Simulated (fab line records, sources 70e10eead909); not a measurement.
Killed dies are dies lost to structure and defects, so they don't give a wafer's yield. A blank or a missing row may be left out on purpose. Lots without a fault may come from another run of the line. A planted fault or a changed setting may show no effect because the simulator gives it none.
Which tool did it? | flow nand_harc | 22 lots, 66 wafers sampled, at 6 steps of a route of 1159

WHAT THE GAUGES READ, wafer by wafer
NHARC_A_M0_OVL_MEAS_10: pitch 160 nm.
lot  | measured     | on         | overlay_x_nm (nm) | overlay_y_nm (nm)
L076 | day 17 20:31 | overlay-01 | -1.2 -0.3 -0.9    | 1.6 1.7 2.4
L074 | day 18 00:10 | overlay-02 | -1.5 -2.0 -1.4    | 0.9 0.5 0.3
L077 | day 18 04:55 | overlay-02 | 1.0 1.0 0.7       | 1.1 1.3 1.0
L078 | day 18 05:06 | overlay-01 | -1.3 -0.9 -0.9    | 0.7 0.3 0.5
L080 | day 18 18:29 | overlay-02 | -0.9 -0.8 -0.3    | -1.0 -1.2 -1.0
L079 | day 18 21:58 | overlay-02 | 0.7 1.3 1.1       | -0.7 -0.5 -1.0
L081 | day 18 22:32 | overlay-02 | 0.4 0.5 0.3       | -1.0 -1.3 -0.9
L082 | day 19 18:10 | overlay-01 | -1.0 -0.8 -0.1    | -0.7 -0.6 -1.3
L083 | day 19 18:55 | overlay-01 | -0.8 -1.3 -0.8    | -0.6 -1.3 -1.8
L084 | day 19 20:47 | overlay-02 | -0.9 -0.8 -0.9    | 0.4 0.1 0.2
L087 | day 20 07:57 | overlay-02 | 0.8 0.4 0.6       | 0.1 0.5 0.7
L088 | day 20 20:34 | overlay-01 | -1.3 -1.8 -1.1    | 1.1 0.8 1.2
L086 | day 20 23:19 | overlay-01 | 1.1 0.0 0.6       | 1.9 2.5 2.1
L089 | day 21 00:37 | overlay-01 | -1.8 -1.6 -1.8    | 0.4 0.1 0.5
L085 | day 21 01:04 | overlay-01 | 1.1 0.6 0.6       | -1.5 -1.0 -0.9
L092 | day 21 14:59 | overlay-02 | 0.6 0.4 0.3       | 1.2 1.6 1.8
L091 | day 21 23:19 | overlay-02 | -0.5 -1.1 -0.8    | -0.5 -0.6 -0.5
L090 | day 22 07:27 | overlay-01 | 0.3 -0.3 -0.3     | 1.4 0.7 1.2
L093 | day 22 08:19 | overlay-01 | -1.4 -1.1 -0.5    | 1.8 1.5 1.6
L095 | day 22 20:50 | overlay-02 | 0.4 -0.2 -0.1     | 0.3 -0.3 0.2
L096 | day 23 08:46 | overlay-01 | -0.4 -0.3 -0.4    | -1.7 -1.7 -1.4
L094 | day 23 12:41 | overlay-02 | 0.0 0.3 -0.3      | 1.4 0.4 0.6

WHICH TOOL RAN EACH LOT (tool, then ch and the chambers of the sampled wafers, then the start)
lot  | NHARC_A_CONTACT_STRIP_82                      | NHARC_A_CONTACT_ETCH_137             | NHARC_A_CONTACT_ETCH_92            | NHARC_A_CONTACT_ETCH_110           | NHARC_A_CONTACT_CVD_19
L076 | rie_diel-13 ch 0,1,2, day 17 00:39 or earlier | har_cap_etch-03 ch 0,1, day 17 00:39 | rie_diel-02 ch 1,2,3, day 17 01:20 | rie_diel-05 ch 0,2, day 17 01:50   | cvd_w-01 ch 0,1, day 17 20:31 or earlier
L074 | rie_diel-13 ch 0,1,2, day 17 03:49 or earlier | har_cap_etch-02 ch 0,1, day 17 03:49 | rie_diel-02 ch 1,2,3, day 17 04:26 | rie_diel-02 ch 1,2,3, day 17 04:57 | cvd_w-02 ch 0,1, day 18 00:10 or earlier
L077 | rie_diel-05 ch 0,1,2, day 17 08:13 or earlier | har_cap_etch-02 ch 0,1, day 17 08:13 | rie_diel-13 ch 1,2,3, day 17 08:53 | rie_diel-13 ch 0,1,3, day 17 09:23 | cvd_w-01 ch 0,1, day 18 04:55 or earlier
L078 | rie_diel-05 ch 0,1,2, day 17 11:13 or earlier | har_cap_etch-01 ch 0,1, day 17 11:13 | rie_diel-05 ch 0,1,3, day 17 11:51 | rie_diel-05 ch 1,2,3, day 17 12:22 | cvd_w-01 ch 0,1, day 18 05:06 or earlier
L080 | rie_diel-02 ch 1,2,3, day 18 10:38 or earlier | har_cap_etch-01 ch 0, day 18 10:38   | rie_diel-02 ch 0,1, day 18 11:17   | rie_diel-02 ch 0,2,3, day 18 11:47 | cvd_w-02 ch 0,1, day 18 18:29 or earlier
L079 | rie_diel-05 ch 0,1, day 18 11:29 or earlier   | har_cap_etch-03 ch 0,1, day 18 11:29 | rie_diel-13 ch 0,1,2, day 18 12:08 | rie_diel-13 ch 0,1, day 18 12:38   | cvd_w-02 ch 0,1, day 18 21:58 or earlier
L081 | rie_diel-05 ch 1,2,3, day 18 13:11 or earlier | har_cap_etch-01 ch 0,1, day 18 13:11 | rie_diel-13 ch 0,1,2, day 18 13:50 | rie_diel-13 ch 0,1,2, day 18 14:20 | cvd_w-02 ch 0,1, day 18 22:32 or earlier
L082 | rie_diel-13 ch 0,1,2, day 19 01:26 or earlier | har_cap_etch-02 ch 0,1, day 19 01:26 | rie_diel-02 ch 0,2,3, day 19 02:06 | rie_diel-02 ch 0,2,3, day 19 02:43 | cvd_w-01 ch 0,1, day 19 18:10 or earlier
L083 | rie_diel-05 ch 2,3, day 19 02:58 or earlier   | har_cap_etch-03 ch 0,1, day 19 02:58 | rie_diel-02 ch 2,3, day 19 03:47   | rie_diel-02 ch 0,3, day 19 04:22   | cvd_w-01 ch 0,1, day 19 18:55 or earlier
L084 | rie_diel-05 ch 0,2, day 19 11:56 or earlier   | har_cap_etch-02 ch 0,1, day 19 11:56 | rie_diel-13 ch 0,2, day 19 12:33   | rie_diel-13 ch 1,2, day 19 13:08   | cvd_w-01 ch 0,1, day 19 20:47 or earlier
L087 | rie_diel-05 ch 0,1,2, day 19 17:21 or earlier | har_cap_etch-02 ch 0,1, day 19 17:21 | rie_diel-05 ch 0,2,3, day 19 18:01 | rie_diel-05 ch 0,2,3, day 19 18:37 | cvd_w-01 ch 1, day 20 07:57 or earlier
L088 | rie_diel-05 ch 1,2,3, day 19 22:35 or earlier | har_cap_etch-02 ch 0,1, day 19 22:35 | rie_diel-05 ch 0,2,3, day 19 23:29 | rie_diel-05 ch 0,1,2, day 20 00:01 | cvd_w-01 ch 1, day 20 20:34 or earlier
L086 | rie_diel-02 ch 0,1, day 20 07:37 or earlier   | har_cap_etch-03 ch 1, day 20 07:37   | rie_diel-05 ch 1,3, day 20 08:16   | rie_diel-05 ch 2,3, day 20 08:47   | cvd_w-01 ch 0,1, day 20 23:19 or earlier
L089 | rie_diel-05 ch 2,3, day 20 08:36 or earlier   | har_cap_etch-02 ch 0,1, day 20 08:36 | rie_diel-13 ch 0,1,3, day 20 09:13 | rie_diel-13 ch 1,2, day 20 09:46   | cvd_w-01 ch 0,1, day 21 00:37 or earlier
L085 | rie_diel-05 ch 0,2, day 20 09:41 or earlier   | har_cap_etch-03 ch 0,1, day 20 09:41 | rie_diel-13 ch 2,3, day 20 10:18   | rie_diel-05 ch 0,2,3, day 20 10:49 | cvd_w-01 ch 0,1, day 21 01:04 or earlier
L092 | rie_diel-05 ch 1,2,3, day 20 23:46 or earlier | har_cap_etch-03 ch 0, day 20 23:46   | rie_diel-13 ch 2,3, day 21 00:26   | rie_diel-05 ch 0,1,2, day 21 00:56 | cvd_w-02 ch 1, day 21 14:59 or earlier
L091 | rie_diel-05 ch 0,1,3, day 21 04:37 or earlier | har_cap_etch-01 ch 0,1, day 21 04:37 | rie_diel-05 ch 0,1,2, day 21 05:16 | rie_diel-02 ch 0,2,3, day 21 05:47 | cvd_w-02 ch 0,1, day 21 23:19 or earlier
L090 | rie_diel-05 ch 0,1, day 21 05:46 or earlier   | har_cap_etch-03 ch 0,1, day 21 05:46 | rie_diel-05 ch 0,1,3, day 21 06:24 | rie_diel-02 ch 1,2, day 21 07:24   | cvd_w-02 ch 0,1, day 22 07:27 or earlier
L093 | rie_diel-02 ch 0,1,2, day 21 15:20 or earlier | har_cap_etch-01 ch 0, day 21 15:20   | rie_diel-05 ch 0,1,3, day 21 16:01 | rie_diel-05 ch 0,2,3, day 21 17:00 | cvd_w-01 ch 0,1, day 22 08:19 or earlier
L095 | rie_diel-05 ch 0,1,3, day 22 12:32 or earlier | har_cap_etch-02 ch 0,1, day 22 12:32 | rie_diel-02 ch 1,2, day 22 13:10   | rie_diel-02 ch 0,3, day 22 13:41   | cvd_w-01 ch 0,1, day 22 20:50 or earlier
L096 | rie_diel-05 ch 0,3, day 22 17:34 or earlier   | har_cap_etch-03 ch 0,1, day 22 17:34 | rie_diel-02 ch 0,1,2, day 22 18:12 | rie_diel-13 ch 1,3, day 22 18:44   | cvd_w-01 ch 0,1, day 23 08:46 or earlier
L094 | rie_diel-05 ch 1,2,3, day 22 20:48 or earlier | har_cap_etch-03 ch 0,1, day 22 20:48 | rie_diel-02 ch 0,3, day 22 21:27   | rie_diel-02 ch 0,1,2, day 22 22:00 | cvd_w-02 ch 0,1, day 23 12:41 or earlier
- NHARC_A_CONTACT_STRIP_82: strips in O2.
- NHARC_A_CONTACT_ETCH_137: etches the open film in C4F8/O2/Ar, time 132 s, target depth 1287 nm.
- NHARC_A_CONTACT_ETCH_92: etches the open film in CH3F/O2, target depth 40 nm, time 85.7 s.
- NHARC_A_CONTACT_ETCH_110: etches the open film in CF4/O2, target depth 50 nm, overetch 5 nm, time 27.5 s.
- NHARC_A_CONTACT_CVD_19: deposits W, target thk 300 nm, time 802 s.

WHAT THE TOOLS THEMSELVES READ (means of the sampled wafers that have a number; where no wafer has one, the mark that the record gives instead)
NHARC_A_CONTACT_STRIP_82.
lot  | tool        | drypump_motor_current_A (A) | mfc_ar_sccm (sccm) | oes_product_au (a.u.) | rf_vpp_V (V) | showerhead_plenum_p_Torr (Torr) | throttle_valve_pct (%)
L076 | rie_diel-13 | 5.5                         | 0.011              | 1.001                 | 57.3         | 3.42                            | 17.032
L074 | rie_diel-13 | 5.5                         | 0.011              | 1.003                 | 57.3         | 3.42                            | 17.033
L077 | rie_diel-05 | 5.9                         | 0.001              | 0.997                 | 57.6         | 3.33                            | 17.033
L078 | rie_diel-05 | 5.9                         | 0.001              | 0.998                 | 57.4         | 3.33                            | 17.034
L080 | rie_diel-02 | 5.8                         | 0.000              | 1.004                 | 58.7         | 3.58                            | 17.025
L079 | rie_diel-05 | 5.7                         | 0.000              | 1.003                 | 56.5         | 3.31                            | 17.039
L081 | rie_diel-05 | 5.9                         | 0.008              | 0.987                 | 57.6         | 3.45                            | 17.032
L082 | rie_diel-13 | 5.5                         | 0.011              | 0.994                 | 56.8         | 3.41                            | 17.036
L083 | rie_diel-05 | 6.4                         | 0.009              | 0.996                 | 57.1         | 3.46                            | 17.029
L084 | rie_diel-05 | 6.1                         | 0.001              | 0.999                 | 57.2         | 3.32                            | 17.042
L087 | rie_diel-05 | 5.9                         | 0.001              | 0.997                 | 56.9         | 3.32                            | 17.033
L088 | rie_diel-05 | 5.8                         | 0.008              | 1.001                 | 57.1         | 3.44                            | 17.037
L086 | rie_diel-02 | 6.1                         | 0.003              | 0.998                 | 57.1         | 3.42                            | 17.037
L089 | rie_diel-05 | 6.3                         | 0.009              | 0.995                 | 57.3         | 3.45                            | 17.043
L085 | rie_diel-05 | 6.4                         | 0.003              | 1.001                 | 56.9         | 3.33                            | 17.040
L092 | rie_diel-05 | 5.9                         | 0.008              | 0.994                 | 58.2         | 3.44                            | 17.026
L091 | rie_diel-05 | 5.6                         | 0.006              | 0.998                 | 57.5         | 3.42                            | 17.034
L090 | rie_diel-05 | 5.4                         | 0.000              | 1.001                 | 56.8         | 3.31                            | 17.030
L093 | rie_diel-02 | 5.9                         | 0.003              | 1.005                 | 56.8         | 3.47                            | 17.031
L095 | rie_diel-05 | 5.6                         | 0.006              | 0.994                 | 57.4         | 3.42                            | 17.044
L096 | rie_diel-05 | 5.8                         | 0.013              | 0.992                 | 57.8         | 3.53                            | 17.036
L094 | rie_diel-05 | 5.8                         | 0.008              | 1.000                 | 57.7         | 3.44                            | 17.041

NHARC_A_CONTACT_ETCH_92.
lot  | tool        | ch3f_flow_sccm (sccm) | drypump_motor_current_A (A) | mfc_ar_sccm (sccm) | oes_product_au (a.u.) | rf_vpp_V (V) | showerhead_plenum_p_Torr (Torr) | throttle_valve_pct (%)
L076 | rie_diel-02 | 49.89                 | 5.8                         | 200.4              | 1.01                  | 243.6        | 2.50                            | 20.669
L074 | rie_diel-02 | 50.04                 | 5.8                         | 200.3              | 0.93                  | 245.9        | 2.50                            | 20.662
L077 | rie_diel-13 | 49.97                 | 5.7                         | 200.2              | 0.93                  | 243.9        | 2.43                            | 20.667
L078 | rie_diel-05 | 49.98                 | 5.6                         | 199.9              | 0.92                  | 242.8        | 2.39                            | 20.663
L080 | rie_diel-02 | 49.94                 | 6.1                         | 200.4              | 0.92                  | 243.6        | 2.39                            | 20.666
L079 | rie_diel-13 | 49.96                 | 5.5                         | 200.0              | 0.93                  | 243.0        | 2.38                            | 20.659
L081 | rie_diel-13 | 49.94                 | 5.5                         | 200.5              | 0.92                  | 243.4        | 2.38                            | 20.658
L082 | rie_diel-02 | 50.02                 | 5.9                         | 199.8              | 0.94                  | 244.3        | 2.44                            | 20.664
L083 | rie_diel-02 | 49.95                 | 5.6                         | 199.6              | 0.94                  | 245.3        | 2.53                            | 20.671
L084 | rie_diel-13 | 50.07                 | 5.3                         | 200.4              | 0.99                  | 242.2        | 2.33                            | 20.656
L087 | rie_diel-05 | 50.05                 | 6.1                         | 200.3              | 0.93                  | 243.2        | 2.39                            | 20.659
L088 | rie_diel-05 | 50.01                 | 6.0                         | 199.8              | 0.91                  | 242.9        | 2.39                            | 20.663
L086 | rie_diel-05 | 50.03                 | 5.5                         | 199.9              | 0.99                  | 245.5        | 2.47                            | 20.657
L089 | rie_diel-13 | 50.02                 | 5.5                         | 200.1              | 1.01                  | 244.1        | 2.41                            | 20.648
L085 | rie_diel-13 | 50.22                 | 5.7                         | 199.4              | 0.99                  | 244.2        | 2.43                            | 20.664
L092 | rie_diel-13 | 49.96                 | 5.7                         | 200.2              | 0.92                  | 242.8        | 2.38                            | 20.663
L091 | rie_diel-05 | 49.90                 | 5.9                         | 199.3              | 0.94                  | 242.0        | 2.31                            | 20.660
L090 | rie_diel-05 | 49.95                 | 5.6                         | 199.9              | 0.92                  | 243.3        | 2.38                            | 20.672
L093 | rie_diel-05 | 50.06                 | 5.6                         | 200.0              | 0.99                  | 243.2        | 2.38                            | 20.664
L095 | rie_diel-02 | 49.94                 | 5.6                         | 199.8              | 1.01                  | 244.3        | 2.50                            | 20.667
L096 | rie_diel-02 | 49.99                 | 5.9                         | 200.0              | 0.93                  | 244.7        | 2.54                            | 20.657
L094 | rie_diel-02 | 50.12                 | 6.0                         | 200.3              | 1.01                  | 245.4        | 2.54                            | 20.667

NHARC_A_CONTACT_ETCH_110.
lot  | tool        | drypump_motor_current_A (A) | mfc_ar_sccm (sccm) | oes_f_703_au (a.u.) | oes_product_au (a.u.) | rf_vpp_V (V) | showerhead_plenum_p_Torr (Torr) | throttle_valve_pct (%)
L076 | rie_diel-05 | 6.4                         | 0.003              | 1.006               | 1.007                 | 196.4        | 1.26                            | 13.392
L074 | rie_diel-02 | 5.8                         | 0.000              | 0.999               | 1.011                 | 199.2        | 1.36                            | 13.393
L077 | rie_diel-13 | 5.5                         | 0.010              | 0.998               | 1.002                 | 197.8        | 1.32                            | 13.393
L078 | rie_diel-05 | 5.8                         | 0.008              | 1.001               | 0.997                 | 197.0        | 1.30                            | 13.392
L080 | rie_diel-02 | 5.9                         | 0.003              | 1.003               | 1.014                 | 197.1        | 1.33                            | 13.398
L079 | rie_diel-13 | 5.4                         | 0.020              | 1.006               | 1.004                 | 197.6        | 1.31                            | 13.393
L081 | rie_diel-13 | 5.5                         | 0.011              | 1.002               | 1.000                 | 197.0        | 1.29                            | 13.390
L082 | rie_diel-02 | 5.9                         | 0.003              | 1.002               | 1.018                 | 197.4        | 1.33                            | 13.407
L083 | rie_diel-02 | 6.1                         | 0.003              | 1.001               | 1.018                 | 197.3        | 1.31                            | 13.404
L084 | rie_diel-13 | 5.7                         | 0.011              | 1.003               | 0.993                 | 196.2        | 1.29                            | 13.392
L087 | rie_diel-05 | 6.1                         | 0.008              | 0.999               | 0.997                 | 196.8        | 1.30                            | 13.396
L088 | rie_diel-05 | 5.9                         | 0.001              | 0.999               | 1.005                 | 195.6        | 1.25                            | 13.389
L086 | rie_diel-05 | 6.3                         | 0.009              | 1.002               | 0.993                 | 196.6        | 1.30                            | 13.397
L089 | rie_diel-13 | 5.6                         | 0.011              | 1.000               | 0.996                 | 196.2        | 1.29                            | 13.394
L085 | rie_diel-05 | 6.0                         | 0.008              | 0.999               | 1.000                 | 196.6        | 1.29                            | 13.389
L092 | rie_diel-05 | 5.9                         | 0.001              | 1.000               | 1.001                 | 196.0        | 1.25                            | 13.408
L091 | rie_diel-02 | 5.9                         | 0.003              | 0.999               | 1.016                 | 198.4        | 1.32                            | 13.406
L090 | rie_diel-02 | 5.8                         | 0.000              | 1.002               | 0.993                 | 199.6        | 1.34                            | 13.404
L093 | rie_diel-05 | 6.0                         | 0.008              | 1.003               | 0.999                 | 196.4        | 1.29                            | 13.411
L095 | rie_diel-02 | 6.0                         | 0.003              | 1.001               | 1.011                 | 198.5        | 1.38                            | 13.399
L096 | rie_diel-13 | 5.7                         | 0.010              | 0.998               | 0.994                 | 196.4        | 1.33                            | 13.389
L094 | rie_diel-02 | 5.9                         | 0.003              | 0.999               | 1.002                 | 199.0        | 1.38                            | 13.392

NHARC_A_CONTACT_CVD_19.
lot  | tool     | heater_power_w (W) | mfc_ar_sccm (sccm) | throttle_valve_pct (%)
L076 | cvd_w-01 | 465                | 1559               | 8.1
L074 | cvd_w-02 | 460                | 1559               | 8.4
L077 | cvd_w-01 | 466                | 1563               | 7.8
L078 | cvd_w-01 | 471                | 1561               | 7.9
L080 | cvd_w-02 | 461                | 1563               | 8.5
L079 | cvd_w-02 | 451                | 1559               | 8.5
L081 | cvd_w-02 | 475                | 1559               | 8.3
L082 | cvd_w-01 | 472                | 1560               | 7.9
L083 | cvd_w-01 | 480                | 1557               | 7.9
L084 | cvd_w-01 | 475                | 1555               | 7.9
L087 | cvd_w-01 | 460                | 1565               | 8.3
L088 | cvd_w-01 | 462                | 1562               | 8.3
L086 | cvd_w-01 | 481                | 1566               | 8.0
L089 | cvd_w-01 | 479                | 1559               | 7.9
L085 | cvd_w-01 | 466                | 1565               | 8.3
L092 | cvd_w-02 | 507                | 1561               | 8.3
L091 | cvd_w-02 | 482                | 1552               | 8.5
L090 | cvd_w-02 | 484                | 1557               | 8.2
L093 | cvd_w-01 | 485                | 1559               | 7.8
L095 | cvd_w-01 | 478                | 1560               | 8.2
L096 | cvd_w-01 | 483                | 1565               | 7.9
L094 | cvd_w-02 | 459                | 1557               | 8.6

THE ANSWER, worked out from the rows above alone
Rule: what is usual is taken from the lots themselves. Put in order of their means at a reading, lots are off if they are a third of the lots or fewer, leave a main group of 4 or more, and stand apart from it by a gap of 3 or more times the standard deviation of the main group's means; of several such gaps the widest counts. A main group whose means are all the same, to the digits that the tables above print for the reading, isn't used. A lot without any number at a reading at which 4 lots or more have one is off too. The other lots that the step has rows for count as sound. The gauges are gone through in route order, then the tools' own readings, and for those a lot's mean is taken as printed above. The first step at which some lot is off is used, and at that step the reading that is off furthest; a lot without a number counts as furthest.
No lot is off at any reading shown: from this, nothing can be told.

WHAT THE SIMULATOR HAD PUT IN
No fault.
